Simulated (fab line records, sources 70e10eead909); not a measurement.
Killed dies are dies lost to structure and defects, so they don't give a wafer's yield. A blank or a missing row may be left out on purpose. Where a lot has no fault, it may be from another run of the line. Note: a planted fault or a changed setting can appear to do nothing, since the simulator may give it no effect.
Chamber matching | flow nand-harc | 4 sister chambers for NHARC_P_CONTACT_CMP_01 on cmp-02
The step polishes SiO2, target thk 200 nm. 4 wafers are shown with their chamber, then 10 later ones without.

WAFERS WITH THEIR CHAMBER
wafer  | chamber | motor-current-A (A)
L088.5 | 2       | 12.2
L088.6 | 3       | 10.7
L091.3 | 1       | 12.8
L091.5 | 0       | 13.7

WAFERS MISSING THEIR CHAMBER
wafer  | motor-current-A (A)
L091.6 | 12.7
L092.3 | 10.4
L092.5 | 14.3
L092.6 | 12.4
L094.2 | 10.6
L094.4 | 11.9
L094.6 | 13.8
L094.1 | 13.9
L094.3 | 12.6
L094.5 | 10.9

THE CHAMBER EACH PASSED THROUGH
wafer  | from the rows above     | in truth
L091.6 | can't be placed: 1 or 2 | 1
L092.3 | 3                       | 3
L092.5 | 0                       | 0
L092.6 | can't be placed: 2 or 1 | 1
L094.2 | 3                       | 3
L094.4 | 2                       | 2
L094.6 | 0                       | 0
L094.1 | 0                       | 0
L094.3 | can't be placed: 1 or 2 | 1
L094.5 | 3                       | 3
7 of 10 placed correctly. From these rows, 3 cannot be placed; in 3 the true chamber is one of the candidates. Wrongly placed: 0.
How it was worked out, from the rows above alone: a wafer's distance from a chamber is the root of the sum, over the readings, of the square of ((its reading less the chamber's mean) divided by the reading's scatter). If the next closest chamber is less than 2 further off than the closest, the wafer can't be placed; otherwise it belongs to the closest. A chamber's mean is the mean of its shown wafers. The scatter: root of mean squared gap, hidden wafer to nearest shown wafer, with one shown wafer a chamber.
